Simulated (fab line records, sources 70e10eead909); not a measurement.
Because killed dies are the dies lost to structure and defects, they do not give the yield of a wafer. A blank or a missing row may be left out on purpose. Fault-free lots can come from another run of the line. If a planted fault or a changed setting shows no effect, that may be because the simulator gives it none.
A struck lot beside a sound one ; flow nand-harc ; 16 steps out of a route of 1302
Sound: wafers L972.2, L972.3, L972.4. Struck: wafer L988.2. (L988.3, L988.6 of the same lot were not struck and are left out.) The cause comes at the end.
For every step that has rows: the tool of each side, followed by ch and its chambers, followed by its first start. Under that, the readings that differ: sound wafers ; struck wafers ; difference of the means ; sigmas: that difference in standard deviations of wafers without a fault.
alike: readings whose means differ by less than 2 such deviations, and words and numbers that are the same on both sides. not compared: withheld readings, readings that some wafer has no value for, bounds like >300 that may hide the same value, and numbers for which the record gives no deviation and whose values overlap.
Wherever a step has rows on one side only, a row that says differs or no value, or a row with sigmas, the two part there. Numbers that have no deviation but don't overlap get no sigmas and don't part them. A reading missing from all wafers of one side parts the sides only when that side holds two or more wafers.

first, 1 step without rows for these wafers: NHARC_P_M2_ETCH_35 (etches the open film in N2/H2, target depth 40 nm, overetch 12 nm, time 43.94 s).
NHARC_P_M2_ETCH_15: etches the open film in C4F8/Ar, target depth 182.5 nm, time 91.2 s.
  sound: rie-diel-08 ch 0,1,3; struck: rie-diel-08 ch 1
reading;sound;struck;difference;sigmas
rf-hours-counter-h (h);6 6 5;4;-2;
  alike: oes-product-au, rf-vpp-V
NHARC_P_M2_CD_MEAS_16:
  sound on cd-sem-01 at day 7 00:13; struck on cd-sem-03 at day 13 16:41
  alike: cd-nm
then, 1 step without rows for these wafers: NHARC_P_M2_STRIP_18 (strips in N2/H2).
NHARC_P_M2_ETCH_28: etches the open film in CF4/N2, target depth 30 nm, time 72.99 s.
  sound: rie-diel-13 ch 0,2,3; struck: rie-diel-09 ch 2
reading;sound;struck;difference;sigmas
drypump-motor-current-A (A);5.8 6.2 6.2;5.3;-0.8;-2
rf-hours-counter-h (h);9 8 8;12;+4;
showerhead-plenum-p-Torr (Torr);2.67 2.79 2.72;2.49;-0.24;-2
  alike: oes-product-au, rf-vpp-V, throttle-valve-pct
then, 1 step without rows for these wafers: NHARC_P_M2_STRIP_19 (strips in post etch residue remover, time 600 s).
NHARC_P_M2_DEGAS_29: time 60 s.
  sound on pvd-sputter-03 at day 7 00:56; struck on pvd-sputter-03 at day 13 17:25
  alike: heater-power-w
then, 1 step without rows for these wafers: NHARC_P_M2_PRE_CLEAN_30 (time 30 s).
NHARC_P_M2_PVD_20: deposits TaN, target thk 5 nm, time 8.06 s.
  sound on pvd-sputter-03; struck on pvd-sputter-03
  alike: substrate-temp-c, throttle-valve-pct
NHARC_P_M2_PVD_21: deposits Cu, target thk 30 nm, time 20.49 s.
  sound on pvd-sputter-03; struck on pvd-sputter-03
  alike: substrate-temp-c, throttle-valve-pct
then, 2 steps without rows for these wafers: NHARC_P_M2_ECD_22 (material Cu, target thk 400 nm); NHARC_P_M2_ANNEAL_31 (time 90 s).
NHARC_P_M2_CMP_23: polishes, t overpolish 20 s, target thk 144.3 nm.
  sound on cmp-03 ch 0,1,2, day 7 02:04; struck on cmp-03 ch 0, day 13 18:29
reading;sound;struck;difference;sigmas
time-to-endpoint-s (s);29.7 28.2 29.5;16.2;-12.9;-7
  alike: motor-current-A
NHARC_P_M2_THK_MEAS_24: measures by xrf.
  sound on film-metro-01 at day 7 02:21; struck on film-metro-01 at day 13 18:48
reading;sound;struck;difference;sigmas
thk-nm (nm);145.0 145.1 146.4;137.3;-8.2;-5
following that, these wafers have no rows for 1 step: NHARC_P_M2_SRD_25.
-- record jumps: 18 days between struck wafers' starts before vs after; left off in module P_M2, resumes in module END, first step shown is number 1302 of the route --
NHARC_END_SORT_01:
  at this point the record logs the struck wafers (prober-02 ch 0, day 32 03:58) and has no rows for the sound ones

## WHERE THEY PART
At NHARC_P_M2_ETCH_28 first; at NHARC_END_SORT_01 last (within this record only).

WHY: what the simulator had put in
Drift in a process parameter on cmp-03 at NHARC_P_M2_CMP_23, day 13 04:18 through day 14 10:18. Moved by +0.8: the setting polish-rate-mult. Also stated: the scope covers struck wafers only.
